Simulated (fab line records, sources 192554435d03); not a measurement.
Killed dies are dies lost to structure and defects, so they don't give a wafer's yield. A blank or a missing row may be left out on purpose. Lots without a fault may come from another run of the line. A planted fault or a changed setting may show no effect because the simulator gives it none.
Split-lot experiment | flow n5_finfet | 7 lots, 21 wafers read, on a route of 1938 steps

THE SPLIT
At N5_WELL_APT_PEB_06 (peb time 90 s), the setting peb_temp_c was moved away from the recipe's 130 C on 4 of the 21 wafers read, by -1.4% to +2.8%. The other wafers ran this setting at the recipe's value.

FROM THE SPLIT TO THE READING: what the file shows between them, 2 steps
- N5_WELL_APT_DEVELOP_07: develop time 45 s
- N5_WELL_APT_HARDBAKE_12: time 120 s

THE READING
cd_nm, in nm, at N5_WELL_APT_CD_MEAS_08 (target cd 200 nm). Fault-free wafers of this fab line usually give 200.6 nm, standard deviation 2.1 nm.

wafer  | tool, chamber at the split | peb_temp_c as run, C | against the recipe | cd_nm, nm | against lot-mates on the recipe
L078.1 | litho_track-03, 0          | 130                  | recipe             | 200.5     | -
L078.2 | litho_track-03, 0          | 130                  | recipe             | 197.1     | -
L078.3 | litho_track-03, 0          | 130                  | recipe             | 199.1     | -
L081.1 | litho_track-04, 0          | 130                  | recipe             | 196.2     | -
L081.4 | litho_track-04, 0          | 130                  | recipe             | 199.0     | -
L081.5 | litho_track-04, 0          | 130                  | recipe             | 201.7     | -
L082.1 | litho_track-02, 0          | 128.7                | -1.0%              | 193.2     | -9.5
L082.2 | litho_track-02, 0          | 128.7                | -1.0%              | 195.2     | -7.5
L082.3 | litho_track-02, 0          | 130                  | recipe             | 202.7     | -
L083.3 | litho_track-04, 0          | 133.6                | +2.8%              | 216.0     | +16.3
L083.4 | litho_track-04, 0          | 130                  | recipe             | 201.8     | -
L083.6 | litho_track-04, 0          | 130                  | recipe             | 197.5     | -
L090.1 | litho_track-02, 0          | 130                  | recipe             | 200.6     | -
L090.3 | litho_track-02, 0          | 130                  | recipe             | 203.6     | -
L090.6 | litho_track-02, 0          | 130                  | recipe             | 201.6     | -
L093.1 | litho_track-02, 0          | 130                  | recipe             | 201.7     | -
L093.4 | litho_track-02, 0          | 130                  | recipe             | 204.7     | -
L093.6 | litho_track-02, 0          | 130                  | recipe             | 200.5     | -
L095.2 | litho_track-04, 0          | 130                  | recipe             | 202.3     | -
L095.3 | litho_track-04, 0          | 128.2                | -1.4%              | 192.9     | -7.2
L095.5 | litho_track-04, 0          | 130                  | recipe             | 197.9     | -

THE FIT
A straight line over all 21 wafers: cd_nm changes by +5.7 nm for each +1% of peb_temp_c; r = +0.89; the points scatter about the line by 2.2 nm.
The same after taking each lot's own level away (the mean of its wafers on the recipe; 21 wafers): +6.23 nm for each +1%; r = +0.93; scatter 1.9 nm.
On that fit, the largest move of peb_temp_c shifts the reading by 17 nm.
The lots' own levels span 198.90 to 202.70 nm, that is 1.8 times the standard deviation above.
So the lot-to-lot level changes the slope little: the two slopes agree.
Check: with one of the wafers moved furthest among these (+2.8%) left out of the fit, the line predicts +18.9 nm for it against its lot-mates. It came out at +16.3 nm against them.

OTHER SPLITS ON THESE WAFERS
These wafers also went through other splits before the reading. Each is held against what the fit with the lots' levels taken away leaves over:
other split on the same wafers          | wafers away from the commonest value | r with cd_nm (lot level and that fit taken away)
N5_ZERO_LAYER_EXPOSE_08 dose_mj         | 8                                    | -0.26
N5_ZERO_LAYER_DEVELOP_10 develop_time_s | 7                                    | +0.01

THE WHOLE CHAIN: every reading that the file lists as answering this split, in the file's order
step                   | what it does             | reading                                                         | change (the file's fit)              | r (the file's)
N5_WELL_APT_CD_MEAS_08 | target cd 200 nm         | cd_nm                                                           | +6.02 nm for each +1% of the setting | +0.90
N5_WELL_APT_DESCUM_13  | chemistry O2, time 7.9 s | WELL_APT.cd_nm (the simulator's own value, which no gauge read) | +5.9 nm for each +1% of the setting  | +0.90

THE FILE'S OWN FIT
cd_nm changes by +6.02 nm for each +1% of peb_temp_c, r = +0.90.
